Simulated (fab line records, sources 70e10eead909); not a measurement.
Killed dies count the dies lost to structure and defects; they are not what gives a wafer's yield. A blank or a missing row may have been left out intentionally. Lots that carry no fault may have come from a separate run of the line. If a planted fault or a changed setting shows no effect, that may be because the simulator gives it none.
Chamber matching    flow nand_harc    cmp-03 running NHARC_P_BONDPAD_CMP_19: 4 sister chambers
The step polishes, t overpolish 30 s, cu recess touch 16 s, target thk 160.81 nm. 8 wafers are shown with their chamber, then 9 later ones without.

== EACH WAFER AND ITS CHAMBER ==
wafer   chamber  motor_current_A (A)  slurry_flow_ml_min
L074.5  0        12.4                 150.1
L081.2  3        10.0                 149.9
L081.4  0        12.1                 149.6
L084.1  3        9.8                  150.1
L084.4  2        13.8                 150.6
L087.1  1        15.3                 150.3
L087.5  2        13.5                 150.2
L087.6  1        14.6                 150.1

== WAFERS WHOSE CHAMBER IS MISSING ==
wafer   motor_current_A (A)  slurry_flow_ml_min
L086.1  8.8                  149.3
L086.3  13.9                 149.6
L086.6  11.6                 151.0
L092.1  13.6                 150.2
L092.2  10.3                 150.4
L092.5  9.2                  149.9
L095.3  9.6                  149.4
L095.4  12.7                 149.2
L095.6  14.4                 150.0

== CHAMBER TAKEN BY EACH ==
wafer   from the rows above      in truth
L086.1  3                        3
L086.3  can't be placed: 2 or 1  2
L086.6  can't be placed: 0 or 3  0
L092.1  2                        2
L092.2  3                        3
L092.5  3                        3
L095.3  3                        3
L095.4  0                        0
L095.6  can't be placed: 1 or 2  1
Correctly placed: 6 of 9. Not placeable from these rows: 3 (in 3, the candidates include the true chamber). Placed wrongly: 0.
How it was worked out, from the rows above alone: a wafer's distance from a chamber is the root of the sum, over the readings, of the square of ((its reading less the chamber's mean) divided by the reading's scatter). The wafer belongs to the nearest chamber; if the next one is less than 2 further off, it can't be placed. For every chamber, the mean is computed from those of its wafers that are shown. How the scatter is found: for the shown wafers, subtract from each reading the mean of its chamber, square and add these, divide the total by (wafers less chambers), then take the root.
